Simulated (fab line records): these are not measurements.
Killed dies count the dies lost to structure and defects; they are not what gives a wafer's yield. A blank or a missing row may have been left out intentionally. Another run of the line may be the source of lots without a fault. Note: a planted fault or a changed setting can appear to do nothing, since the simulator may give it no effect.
Problem report, 8D (eight disciplines) form, completed by code	flow n5Finfet	the parts of the form that need people (team, actions taken, sign-off) are left out

== 1. THE PROBLEM ==
cdNm at N5_BEOL_M14_CD_MEAS_10 reads a mean of 240.9 nm on 6 wafers of 2 lots; wafers without a fault read 251.1 nm with a standard deviation of 1.4. That is -7.2 standard deviations from the usual mean.
The step: target cd 250 nm.
The first sign was on wafer L976.2 at day 12 20:41, on cdSem-01. At this step, 33 wafers from 11 lots have a number in the record. By rule, "out" or "out of limits" means more than 4 standard deviations away from the usual mean. The other wafers with a number count as sound.

== 2. WHAT IT IS; WHAT IT IS NOT ==
question	is	is not
which readings at this step	cdNm	-
which lots	L976, L980	L975, L977, L985, L986, L988, L990, L992, L993, L996
which wafers of those lots	all that have a number	-
read on which gauges	cdSem-01	cdSem-02, cdSem-03
when	from day 12 20:41	up to then (3 sound wafers); but 24 sound wafers of L977, L985, L986, L988, L990, L992, L993, L996 came after

== 3. SUSPECTS, AND WHAT RULES EACH OUT ==
Counting: a tool at any process step up to the reading remains a suspect when it ran all the lots that are out and ran no sound lot after the first of those.
- ruled out: the gauge at N5_BEOL_M14_CD_MEAS_10. All the wafers that are out were read on cdSem-01, but those of them that N5_BEOL_M14_PEB_08 has rows for are out there too, on other tools.
- lithoTrack-01 at N5_BEOL_M14_PEB_08 (peb time 90 s): ruled out as a lasting fault. Sound lots L996 ran on it after its first lot that is out, L976 (day 12 20:35).
Left after counting: nothing in the record.

== 4. THE CAUSE (what the simulator had put in) ==
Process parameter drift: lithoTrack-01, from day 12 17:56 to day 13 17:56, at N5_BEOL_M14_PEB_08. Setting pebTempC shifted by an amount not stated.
Counting ruled it out, wrongly: the rule takes a fault to strike every lot that its tool runs from its start on, and this one did not.

== 5. THE EFFECT CHAIN, in route order ==
Each row: a reading where the mean over the struck wafers with a number is more than 3 standard deviations away from the usual. Only readings whose record carries a usual standard deviation are examined. hours: median over the lots of the time between each lot's start at the first step of this table that gives one and its start at this step. sigmas: the change, counted in usual standard deviations.
hours	step	reading	usual	on struck wafers	change	sigmas
0	N5_BEOL_M14_PEB_08	heaterPowerTotalW	172.5 W	169.2	-3.3	-4.4
0	N5_BEOL_M14_PEB_08	plateTempC	129.99 C	127.78	-2.22	-15
0	N5_BEOL_M14_CD_MEAS_10	cdNm	251.1 nm	240.9	-10.2	-7.2
It contains these process steps:
- N5_BEOL_M14_PEB_08: peb time 90 s.
At these later measuring or inspecting steps, every struck wafer for which the step has a row has a number for every such reading, and none has moved that far: N5_BEOL_M14_OVL_MEAS_11.

== 6. WHAT WOULD HAVE CAUGHT IT SOONER ==
The first out-of-limits reading at a measuring or inspecting step in this record came at day 12 20:41, 3 hours after the fault's start at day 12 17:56.
Tool's own readings at N5_BEOL_M14_PEB_08, plateTempC: out on all struck wafers the step has rows for; an alarm limit on them would have tripped on the first.
